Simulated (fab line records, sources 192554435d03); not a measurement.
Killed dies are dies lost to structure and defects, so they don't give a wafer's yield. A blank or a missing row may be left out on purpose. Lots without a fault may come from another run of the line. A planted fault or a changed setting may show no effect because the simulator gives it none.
Chamber matching | flow n5_finfet | N5_BEOL_M13_ETCH_67 on rie_diel-06: 4 sister chambers
The step etches SiARC in CF4, target depth 143 nm, time 238.3 s. 4 wafers are shown with their chamber, then 8 later ones without.

WAFERS WITH THEIR CHAMBER
wafer  | chamber | showerhead_plenum_p_Torr (Torr)
L085.1 | 3       | 2.12
L086.4 | 2       | 1.98
L086.6 | 0       | 2.08
L093.3 | 1       | 2.15

WAFERS WITHOUT THEIR CHAMBER
wafer  | showerhead_plenum_p_Torr (Torr)
L093.4 | 2.08
L093.6 | 1.98
L092.1 | 2.15
L092.3 | 1.98
L092.5 | 2.15
L094.4 | 2.15
L094.5 | 2.07
L094.6 | 2.11

WHICH CHAMBER EACH WENT THROUGH
wafer  | from the rows above | in truth
L093.4 | 0                   | 0
L093.6 | 2                   | 2
L092.1 | 1                   | 1
L092.3 | 2                   | 2
L092.5 | 1                   | 1
L094.4 | 1                   | 1
L094.5 | 0                   | 0
L094.6 | 3                   | 3
Placed correctly: 8 of 8. Can't be placed from these rows: 0. Placed wrongly: 0.
How it was worked out, from the rows above alone: a wafer's distance from a chamber is the root of the sum, over the readings, of the square of ((its reading less the chamber's mean) divided by the reading's scatter). The wafer belongs to the nearest chamber; if the next one is less than 2 further off, it can't be placed. A chamber's mean is the mean of its shown wafers. The scatter: with one shown wafer a chamber, the root of the mean of the squares of how far each hidden wafer lies from its nearest shown one.
